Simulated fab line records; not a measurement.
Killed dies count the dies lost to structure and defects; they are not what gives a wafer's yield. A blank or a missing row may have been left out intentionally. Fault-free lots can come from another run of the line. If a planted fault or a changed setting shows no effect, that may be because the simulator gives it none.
fab line records -- flow n5_finfet
record: lots: 13, wafers: 37, last_day: 17
route steps=1938 shown BEOL_M0@733 MIM_TOP_LITHO@1848 PASSIVATION@1909
lots that met no fault: from a run of the same line without faults
start_h: start of the lot's first displayed wafer, in hours after the record's first day -- wait_h: how many hours have passed since the lot's step before this one -- " unchanged from the row above -- L1.1+2: a single row standing in for several wafers -- - no value present, or no start provided -- * or withheld: withheld -- < > ~ a bound
route shown NAME@n: NAME is a module with steps in the file, n the number in the route of the first one -- usual: average and standard deviation across the fault-free wafers -- same: alike in all rows -- chamber/n: place in a boat -- sites: per-site readings -- _std_site: the values' standard deviation -- _edge_site: the outer-site mean with the inner-site mean subtracted -- radius_mm: for every site, how far away it sits from the centre of the wafer -- mask NAME#n: copy n -- behind: the tool/chamber that last shaped the wafer -- hold: why the lot went on hold/how many hours it stayed there/how the hold came to an end -- device: the n, p or np transistor that did not switch -- end of line: the route-end tests of the same wafers -- a step given without rows: its recipe and nothing more -- killed: the dies lost at the first sort to structure and to defects; this is not the yield of the wafer -- map: shows each die of a wafer: x if killed, . if not, _ if none is there
set.NAME: the setting the step ran with; set.NAME@STEP: the setting that earlier step ran with -- model.NAME: the simulator's own value behind a step, which no gauge read
one table for each step of the route and one row for each wafer, over a sample of lots
services: when a tool's chamber went out of use (start_h, in hours from the record's first day, below 0 if earlier), for how many hours, and the reason
== steps ==
step: N5_BEOL_M0_CVD_115
recipe: material: Co, target_thk_a: *, temp_c: withheld, precursor: CCTBA/H2, pressure_torr: 30, time_s: 120
lot.wafer,tool,chamber,start_h,wait_h,since_wet_clean_h
L540.3,cvd_co-02,1,119.96,0.0,1099
L540.5,cvd_co-02,2,119.96,0.0,-
L540.6,cvd_co-02,0,119.96,0.0,-
L541.2,cvd_co-01,0,124.02,0.1,884
L541.3,cvd_co-01,0,124.02,0.1,-
L541.5,cvd_co-01,0,124.02,0.1,-
L542.1,cvd_co-01,2,132.06,0.1,426
L542.2,cvd_co-01,0,132.06,0.1,892
L542.6,cvd_co-01,2,132.06,0.1,-
L544.1,cvd_co-01,0,142.47,0.3,902
L544.3,cvd_co-01,1,142.47,0.3,6
L544.4,cvd_co-01,2,142.47,0.3,-
L543.2,cvd_co-02,2,146.56,0.3,229
L543.6,cvd_co-02,2,146.56,0.3,-
L545.1,cvd_co-01,2,150.09,0.0,444
L545.3,cvd_co-01,1,150.09,0.0,13
L545.6,cvd_co-01,0,150.09,0.0,-
L546.5,cvd_co-02,2,156.41,0.1,-
L546.6,cvd_co-02,1,156.41,0.1,-
L547.1,cvd_co-01,0,159.68,0.3,920
L547.2,cvd_co-01,1,159.68,0.3,23
L547.5,cvd_co-01,1,159.68,0.3,-
L549.1,cvd_co-01,2,171.29,0.0,466
L549.2,cvd_co-01,1,171.29,0.0,35
L549.3,cvd_co-01,0,171.29,0.0,931
L550.1,cvd_co-01,0,180.37,0.4,940
L550.5,cvd_co-01,1,180.37,0.4,-
L550.6,cvd_co-01,2,180.37,0.4,-
L552.1,cvd_co-02,1,198.88,0.1,1178
L552.3,cvd_co-02,2,198.88,0.1,281
L552.5,cvd_co-02,0,198.88,0.1,-
L555.1,cvd_co-02,1,212.04,0.3,1191
L555.3,cvd_co-02,2,212.04,0.3,294
L555.6,cvd_co-02,0,212.04,0.3,-
L558.2,cvd_co-02,1,222.65,0.3,1201
L558.3,cvd_co-02,2,222.65,0.3,305
L558.6,cvd_co-02,1,222.65,0.3,-
step: N5_MIM_TOP_LITHO_OVL_MEAS_11
recipe: points_per_wafer: 44
usual: MIM_TOP_OVL: -4/5.7
lot.wafer,tool,chamber,start_h,wait_h,MIM_TOP_OVL[nm]
L540.3,overlay-02,0,294.18,0.0,7
L540.5,overlay-02,0,294.18,0.0,5
L540.6,overlay-02,0,294.18,0.0,4
L541.2,overlay-02,0,301.75,0.0,-2
L541.3,overlay-02,0,301.75,0.0,-12
L541.5,overlay-02,0,301.75,0.0,-11
L542.1,overlay-01,0,305.86,0.0,-1
L542.2,overlay-01,0,305.86,0.0,2
L542.6,overlay-01,0,305.86,0.0,-1
L543.2,overlay-02,0,310.04,0.0,-6
L543.6,overlay-02,0,310.04,0.0,-2
L544.1,overlay-02,0,321.08,0.0,-11
L544.3,overlay-02,0,321.08,0.0,-2
L544.4,overlay-02,0,321.08,0.0,-6
L546.5,overlay-01,0,324.27,0.0,-7
L546.6,overlay-01,0,324.27,0.0,6
L545.1,overlay-01,0,325.95,0.0,-3
L545.3,overlay-01,0,325.95,0.0,-3
L545.6,overlay-01,0,325.95,0.0,-7
L547.1,overlay-02,0,331.44,0.0,-7
L547.2,overlay-02,0,331.44,0.0,-10
L547.5,overlay-02,0,331.44,0.0,1
L549.1,overlay-01,0,340.13,0.0,1
L549.2,overlay-01,0,340.13,0.0,6
L549.3,overlay-01,0,340.13,0.0,-1
L550.1,overlay-01,0,343.49,0.0,-6
L550.5,overlay-01,0,343.49,0.0,-2
L550.6,overlay-01,0,343.49,0.0,-2
L552.1,overlay-02,0,373.47,0.0,-8
L552.3,overlay-02,0,373.47,0.0,-7
L552.5,overlay-02,0,373.47,0.0,-3
L555.1,overlay-01,0,380.52,0.0,0
L555.3,overlay-01,0,380.52,0.0,-2
L555.6,overlay-01,0,380.52,0.0,-7
L558.2,overlay-02,0,392.47,0.0,-1
L558.3,overlay-02,0,392.47,0.0,-12
L558.6,overlay-02,0,392.47,0.0,-9
step: N5_PASSIVATION_AL_ETCH_33
recipe: chemistry: Cl2/BCl3, target_depth_a: 28000, over_etch_frac: 0.15, Cl2_flow_sccm: 180, bcl3_flow_sccm: 60, target: Al, stop_on: TaN, time_s: 466.7, ion_energy_ev: 100, pressure_mtorr: 10, icp_w: 900, bias_w: 100
usual: drypump_motor_current_A: 5.8/0.36, oes_product_au: 0.72/0.11, throttle_valve_pct: 34.47/0.18
lot.wafer,tool,chamber,start_h,wait_h,drypump_motor_current_A,oes_product_au,rf_hours_counter_h,throttle_valve_pct
L540.3,rie_metal-01,1,300.95,0.2,5.7,0.58,-,34.38
L540.5,rie_metal-01,0,300.95,0.2,5.6,0.84,-,34.55
L540.6,rie_metal-01,1,300.95,0.2,5.7,0.59,-,34.38
L541.2,rie_metal-02,1,307.05,0.2,5.2,0.61,-,34.71
L541.3,rie_metal-02,1,307.05,0.2,5.3,0.60,-,34.72
L541.5,rie_metal-02,1,307.05,0.2,5.2,0.61,-,34.73
L542.1,rie_metal-01,0,311.63,0.1,5.6,0.82,8,34.58
L542.2,rie_metal-01,0,311.63,0.1,5.6,0.84,-,34.53
L542.6,rie_metal-01,0,311.63,0.1,5.6,0.83,-,34.57
L543.2,rie_metal-01,0,315.29,0.2,5.6,0.81,-,34.60
L543.6,rie_metal-01,0,315.29,0.2,5.6,0.83,-,34.54
L544.1,rie_metal-02,1,326.26,0.1,5.3,0.60,94,34.76
L544.3,rie_metal-02,0,326.26,0.1,5.6,0.91,-,34.66
L544.4,rie_metal-02,1,326.26,0.1,5.3,0.60,-,34.76
L546.5,rie_metal-03,1,330.61,0.3,6.0,0.66,-,34.26
L546.6,rie_metal-03,0,330.61,0.3,6.4,0.61,-,34.31
L545.1,rie_metal-03,1,331.42,0.1,6.0,0.66,53,34.27
L545.3,rie_metal-03,1,331.42,0.1,6.0,0.66,-,34.30
L545.6,rie_metal-03,1,331.42,0.1,6.0,0.66,-,34.27
L547.1,rie_metal-02,0,336.43,0.1,5.6,0.88,2,34.68
L547.2,rie_metal-02,1,336.43,0.1,5.3,0.60,95,34.74
L547.5,rie_metal-02,1,336.43,0.1,5.3,0.59,-,34.75
L549.1,rie_metal-01,0,345.17,0.1,5.6,0.79,13,34.59
L549.2,rie_metal-01,1,345.17,0.1,5.7,0.87,1,34.29
L549.3,rie_metal-01,0,345.17,0.1,5.6,0.80,-,34.60
L550.1,rie_metal-02,1,348.24,0.1,5.3,0.60,97,34.76
L550.5,rie_metal-02,0,348.24,0.1,5.6,0.87,-,34.67
L550.6,rie_metal-02,1,348.24,0.1,5.3,0.59,-,34.73
L552.1,rie_metal-03,1,380.41,0.1,6.0,0.65,58,34.30
L552.3,rie_metal-03,0,380.41,0.1,6.4,0.60,-,34.33
L552.5,rie_metal-03,1,380.41,0.1,6.0,0.65,-,34.29
L555.1,rie_metal-03,1,386.26,0.1,6.0,0.65,59,34.30
L555.3,rie_metal-03,0,386.26,0.1,6.4,0.59,-,34.32
L555.6,rie_metal-03,1,386.26,0.1,6.0,0.65,-,34.28
L558.2,rie_metal-02,1,399.46,0.1,5.3,0.58,101,34.77
L558.3,rie_metal-02,0,399.46,0.1,5.7,0.84,-,34.69
L558.6,rie_metal-02,0,399.46,0.1,5.7,0.83,-,34.70
step: N5_PASSIVATION_PROBE_49
usual: defect_limited_yield: 91.6/1.4, killed_at_M0_to_M3: 33/10, killed_at_M4_up: 13/5.3, killed_at_contacts: 13/5.9, killed_at_front_end: 36/12, killed_at_other: 4/3.1, killed_dies: 99/16, killed_on_rim: 13/4.2, killed_open: 65/13, killed_short: 32/7.3, sort_bin_5_function: 4.9/0.9, sort_bin_6_memory: 3.1/0.66, sort_bin_8_speed: 0.0/0.42, sort_n_pass: 1081/17, sort_yield_pct: 91.6/1.4
same: gross_dies: 1180, killed_at_back_side: 0, sort_bin_4_leakage[%]: 0
lot.wafer,tool,chamber,start_h,wait_h,defect_limited_yield[%],killed_at_M0_to_M3,killed_at_M4_up,killed_at_contacts,killed_at_front_end,killed_at_other,killed_dies,killed_on_rim,killed_open,killed_short,sort_bin_5_function[%],sort_bin_6_memory[%],sort_bin_8_speed[%],sort_n_pass,sort_yield_pct[%]
L552.1,prober-02,-,385.20,0.0,91.0,28,16,11,49,2,106,12,73,33,5.0,3.6,0,1074,91.0
L555.1,prober-02,-,391.37,0.0,85.4,115,9,12,33,3,172,31,57,30,8.6,4.2,0,1008,85.4
L555.3,prober-02,-,391.47,0.1,93.6,28,9,8,21,9,75,7,37,37,4.3,1.8,0,1105,93.6
L555.6,prober-02,-,391.62,0.3,92.8,28,9,14,32,2,85,14,59,26,3.5,3.4,0,1095,92.8
L558.2,prober-01,-,404.33,0.1,87.0,95,13,11,27,7,153,24,47,24,7.7,3.5,0,1027,87.0
L558.3,prober-01,-,404.38,0.1,92.6,22,16,13,31,5,87,12,56,27,4.5,2.4,0,1093,92.6
L558.6,prober-01,-,404.53,0.3,85.8,101,17,5,41,4,168,26,52,32,8.4,4.0,0,1012,85.8
killed by level:class
L552.1 FIN_SAQP:geometric_particle:open=21 BEOL_M2:geometric_particle:open=9 MOL_CONTACT_COAG:geometric_particle:open=7 DUMMY_GATE:geometric_particle:open=7 FIN_SAQP:geometric_particle:short=6 BEOL_M0_SAQP:geometric_particle:open=6 BEOL_M0_SAQP:geometric_particle:short=6 BEOL_M4:geometric_particle:open=6
L555.1 BEOL_M0:unspecified=82 MOL_CONTACT_COAG:geometric_particle:open=12 BEOL_M0_SAQP:geometric_particle:open=11 FIN_SAQP:geometric_particle:short=6 BEOL_M2:geometric_particle:open=6 BEOL_M0_SAQP:geometric_particle:short=5 BEOL_M3:geometric_particle:open=5 GATE_CUT:geometric_particle:short=4
L555.3 BEOL_M0_SAQP:geometric_particle:open=7 BEOL_M0_SAQP:geometric_particle:short=6 BEOL_M3:geometric_particle:open=5 FIN_SAQP:geometric_particle:open=4 MOL_CONTACT_COAG:geometric_particle:short=4 MOL_CONTACT_COAG:geometric_particle:open=4 BEOL_M5:geometric_particle:open=3 GATE_CUT:geometric_particle:short=3
L555.6 MOL_CONTACT_COAG:geometric_particle:open=11 FIN_SAQP:geometric_particle:open=9 BEOL_M0_SAQP:geometric_particle:open=9 BEOL_M3:geometric_particle:open=8 STI_FIN_REVEAL:geometric_particle:open=7 BEOL_M0_SAQP:geometric_particle:short=6 BEOL_M5:geometric_particle:open=4 STI_FIN_REVEAL:geometric_particle:short=3
L558.2 BEOL_M0:unspecified=79 MOL_CONTACT_COAG:geometric_particle:open=8 GATE_CUT:geometric_particle:short=7 FIN_SAQP:geometric_particle:short=5 BEOL_M0_SAQP:geometric_particle:short=5 MIM_BOT:geometric_particle:open=4 DUMMY_GATE:geometric_particle:open=4 BEOL_M5:geometric_particle:open=4
L558.3 MOL_CONTACT_COAG:geometric_particle:open=12 GATE_CUT:geometric_particle:open=8 BEOL_M3:geometric_particle:open=7 BEOL_M0_SAQP:geometric_particle:open=6 BEOL_M4:geometric_particle:open=6 BEOL_M4:geometric_particle:short=4 STI_FIN_REVEAL:geometric_particle:open=3 GATE_CUT:geometric_particle:short=3
L558.6 BEOL_M0:unspecified=77 GATE_CUT:geometric_particle:short=9 BEOL_M0_SAQP:geometric_particle:short=7 GATE_CUT:geometric_particle:open=6 BEOL_M5:geometric_particle:open=6 STI_FIN_REVEAL:geometric_particle:open=5 BEOL_M0_SAQP:geometric_particle:open=5 MOL_CONTACT_COAG:geometric_particle:open=4
== services ==
tool,chamber,start_h,hours,kind
cvd_co-01,1,114.67,-,clean
cvd_co-01,1,114.67,22.0,scheduled_down
cvd_co-01,1,114.67,22.0,vent_cycle
rie_metal-02,0,143.90,12.5,repair
cvd_co-02,-,158.69,6.9,pm
rie_metal-03,1,164.51,4.8,repair
rie_metal-01,-,176.41,1.3,repair
rie_metal-01,0,193.49,-,clean
rie_metal-01,0,193.49,21.2,scheduled_down
rie_metal-01,0,193.49,21.2,vent_cycle
rie_metal-01,-,236.50,1.4,pm
rie_metal-02,1,264.88,4.3,repair
rie_metal-02,-,274.27,0.4,repair
rie_metal-02,0,288.18,-,clean
rie_metal-02,0,288.18,23.2,scheduled_down
rie_metal-02,0,288.18,23.2,vent_cycle
rie_metal-01,1,308.57,-,clean
rie_metal-01,1,308.57,18.6,scheduled_down
rie_metal-01,1,308.57,18.6,vent_cycle
cvd_co-02,1,333.33,-,clean
cvd_co-02,1,333.33,22.0,scheduled_down
cvd_co-02,1,333.33,22.0,vent_cycle
cvd_co-02,-,383.44,2.8,pm
== key ==
first_sign: step: N5_PASSIVATION_PROBE_49, reading: killed_at_M0_to_M3, direction: up, sigmas: 7, usual: 33, struck: 104
effect: step: N5_PASSIVATION_PROBE_49, reading: killed_dies, direction: up, sigmas: 4, usual: 99, struck: 164
more_kills_born_at: N5_BEOL_M0_CVD_115@cvd_co-02: 238
met_at N5_BEOL_M0_CVD_115
struck_lots L555,L558
struck_wafers L555.1,L558.2,L558.6
not_acting_at N5_MIM_TOP_LITHO_OVL_MEAS_11,N5_PASSIVATION_AL_ETCH_33
onset_between 198.88 212.04
fault: kind: chamber_particle_source, tool: cvd_co-02, chamber: 1, onset_h: 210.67, steps: N5_BEOL_M0_CVD_115, rate_per_visit_cm2: 0.68546, end_h: 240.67
